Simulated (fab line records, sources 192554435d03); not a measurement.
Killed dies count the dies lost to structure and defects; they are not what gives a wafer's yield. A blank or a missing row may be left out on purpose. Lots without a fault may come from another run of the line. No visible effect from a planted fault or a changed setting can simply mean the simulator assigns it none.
What tool caused it? -- flow n5_finfet -- 7 lots, 21 wafers sampled, at 6 steps of a route of 1938

## WHAT THE GAUGES SHOWED, per wafer
N5_BEOL_M6_CD_MEAS_18: pitch 80 nm, target cd 40 nm.
lot,measured,on,cd_nm (nm)
L173,day 9 01:41,cd_sem-03,39.8 40.6 39.8
L179,day 10 01:10,cd_sem-01,41.2 40.2 39.9
L181,day 10 16:17,cd_sem-03,- - -
L185,day 11 20:19,cd_sem-03,39.8 40.1 41.5
L187,day 12 03:38,cd_sem-03,40.5 39.9 40.1
L192,day 13 13:03,cd_sem-01,39.7 39.7 39.9
L195,day 14 04:19,cd_sem-02,40.9 40.8 40.0

## TOOL THAT RAN EACH LOT (tool first, then ch and the chambers of the sampled wafers, then the start)
lot,N5_BEOL_M5_SPUTTER_83,N5_BEOL_M5_SPUTTER_88,N5_BEOL_M6_PECVD_70,N5_BEOL_M6_HM_DEP_02,N5_BEOL_M6_HM_OPEN_17
L173,"pvd_sputter-02, day 8 17:26","pvd_sputter-02, day 8 18:32","pecvd-03 ch 0,1, day 8 21:32","pvd_sputter-03, day 8 23:14","rie_metal-02 ch 0,1, day 9 01:26"
L179,"pvd_sputter-02, day 9 19:52","pvd_sputter-02, day 9 20:58","pecvd-04 ch 0,1, day 9 23:50","pvd_sputter-02, day 10 00:08","rie_metal-03 ch 0,1, day 10 00:59"
L181,"pvd_sputter-01, day 10 09:26","pvd_sputter-01, day 10 10:31","pecvd-03 ch 0,1,2, day 10 13:32","pvd_sputter-01, day 10 14:42","rie_metal-03 ch 0,1, day 10 16:04"
L185,"pvd_sputter-01, day 11 13:29","pvd_sputter-01, day 11 14:34","pecvd-03 ch 0,1, day 11 17:46","pvd_sputter-01, day 11 19:08","rie_metal-03 ch 0,1, day 11 20:05"
L187,"pvd_sputter-01, day 11 21:35","pvd_sputter-01, day 11 22:40","pecvd-03 ch 1,2, day 12 02:03","pvd_sputter-03, day 12 02:35","rie_metal-01 ch 0,1, day 12 03:28"
L192,"pvd_sputter-01, day 13 06:57","pvd_sputter-01, day 13 08:02","pecvd-03 ch 0,1, day 13 11:03","pvd_sputter-02, day 13 11:42","rie_metal-02 ch 1, day 13 12:41"
L195,"pvd_sputter-01, day 13 22:35","pvd_sputter-01, day 13 23:40","pecvd-01 ch 0,1, day 14 02:37","pvd_sputter-02, day 14 03:01","rie_metal-01 ch 0,1, day 14 04:08"
- N5_BEOL_M5_SPUTTER_83: material Cu, target thk 15 nm, time 27.62 s.
- N5_BEOL_M5_SPUTTER_88: material Cu, target thk 15 nm, time 27.62 s.
- N5_BEOL_M6_PECVD_70: deposits SiO2 from TEOS/O2, target thk 20 nm, time 22.7 s.
- N5_BEOL_M6_HM_DEP_02: deposits TiN, target thk 20 nm.
- N5_BEOL_M6_HM_OPEN_17: chemistry Cl2/BCl3, target TiN, target depth 20 nm, overetch 6 nm.

## THE ANSWER, worked out from the rows above alone
Rule: usual is defined by the lots themselves. The widest of any qualifying gaps counts: lots, ordered by their means at a reading, are off when they make up no more than a third of the lots, leave a main group of 4 or more, and stand apart from it by 3 or more times the standard deviation of that group's means. A main group is skipped when, at the precision printed for the reading in the tables above, its means are all equal. Also off: a lot with no number at a reading for which 4 or more lots have one. Any other lot the step has rows for is counted as sound.
Off: L181 (N5_BEOL_M6_CD_MEAS_18, cd_nm). Without a number there: L181. Mean 40.2 nm and standard deviation 0.28 in the main group.
A tool fits if, at a process step before that reading, it ran every lot that is off, and no sound lot after the first of them. The gauges at N5_BEOL_M6_CD_MEAS_18 are tried like those tools. None of those tried fits.

## WHAT THE SIMULATOR HAD INSERTED
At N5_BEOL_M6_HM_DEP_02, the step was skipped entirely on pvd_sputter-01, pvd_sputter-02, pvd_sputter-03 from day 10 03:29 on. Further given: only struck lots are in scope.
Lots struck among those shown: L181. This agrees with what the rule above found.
